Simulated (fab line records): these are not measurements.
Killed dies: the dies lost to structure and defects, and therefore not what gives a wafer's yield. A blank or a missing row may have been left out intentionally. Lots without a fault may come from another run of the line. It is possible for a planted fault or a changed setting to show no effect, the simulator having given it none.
Problem report in the 8D (eight disciplines) form, filled by code :: flow nand_harc :: the parts of the form that need people (team, actions taken, sign-off) are left out

1. WHAT WENT WRONG
Mean of cd_nm at NHARC_A_M1_CD_MEAS_09: 143.2 nm across 6 wafers in 2 lots; on wafers with no fault it is 120.0 nm (standard deviation 0.59). Relative to the usual mean, that is a shift of +39 standard deviations.
The step: target cd 120 nm.
Earliest sighting: wafer L749.1 on cd_sem-02 at day 18 23:43. Wafers with a number at this step in the record: 33, from 11 lots. Rule for "out" (also "out of limits"): further than 4 standard deviations from the usual mean. The other wafers with a number count as sound.

2. WHAT IT IS, WHAT IT ISN'T
question: which readings at this step
is: cd_nm
is not: -

question: which lots
is: L748, L749
is not: L743, L750, L755, L758, L759, L760, L762, L763, L766

question: which wafers of those lots
is: all that have a number
is not: -

question: read on which gauges
is: cd_sem-01, cd_sem-02
is not: -

question: when
is: from day 18 23:43
is not: up to then (3 sound wafers); but 24 sound wafers of L750, L755, L758, L759, L760, L762, L763, L766 came after

3. WHAT RULES OUT EACH SUSPECT
Counting: a tool at a process step up to the reading stays a suspect if it ran every lot that is out and no sound lot after the first of them.
- the gauge at NHARC_A_M1_CD_MEAS_09 has been ruled out. 2 gauges (cd_sem-01, cd_sem-02) read the wafers that are out.
- arfi_scanner-01 at NHARC_A_M1_EXPOSE_06 (exposes mask A M1, target cd 120 nm): kept. It ran every lot that is out, first L749 (day 18 23:35), and no sound lot after that. Its own exposure_dose_mJ_cm2 readings are out on those wafers.
Left after counting: arfi_scanner-01 at NHARC_A_M1_EXPOSE_06.

4. THE CAUSE (what the simulator had put in)
Process parameter drift: arfi_scanner-01, from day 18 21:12 on, at NHARC_A_M1_EXPOSE_06. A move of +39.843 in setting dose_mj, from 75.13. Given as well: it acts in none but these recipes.
The count eliminated every tool but this one.

5. THE EFFECT CHAIN, in route order
Each row: a reading whose mean over the struck wafers that have a number lies more than 3 standard deviations from the usual. Only readings whose record carries a usual standard deviation are examined. hours: median over the lots of the time between each lot's start at the first step of this table that gives one and its start at this step. sigmas: the change, counted in usual standard deviations.
hours: 0
step: NHARC_A_M1_EXPOSE_06
reading: exposure_dose_mJ_cm2
usual: 75.06
on struck wafers: 111.14
change: +36.08
sigmas: +99 or more

hours: 0
step: NHARC_A_M1_CD_MEAS_09
reading: cd_nm
usual: 120.0 nm
on struck wafers: 143.2
change: +23.2
sigmas: +39
Process steps it contains:
- NHARC_A_M1_EXPOSE_06: exposes mask A M1, target cd 120 nm.
At these later measuring or inspecting steps, every struck wafer for which the step has a row has a number for every such reading, and none has moved that far: NHARC_END_SORT_01.

6. HOW IT WOULD HAVE BEEN CAUGHT EARLIER
In this record the first reading out of limits at a measuring or inspecting step was taken at day 18 23:43, 3 hours after the fault began at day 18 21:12.
The tool's own readings at NHARC_A_M1_EXPOSE_06 were out on every struck wafer that the step has a row for (exposure_dose_mJ_cm2): an alarm limit on them would have fired on the first of those.
L748, from the lots that are out (2), started NHARC_A_M1_EXPOSE_06 on arfi_scanner-01 later than day 18 23:43. Had the tool been put on hold then, it would have been spared.
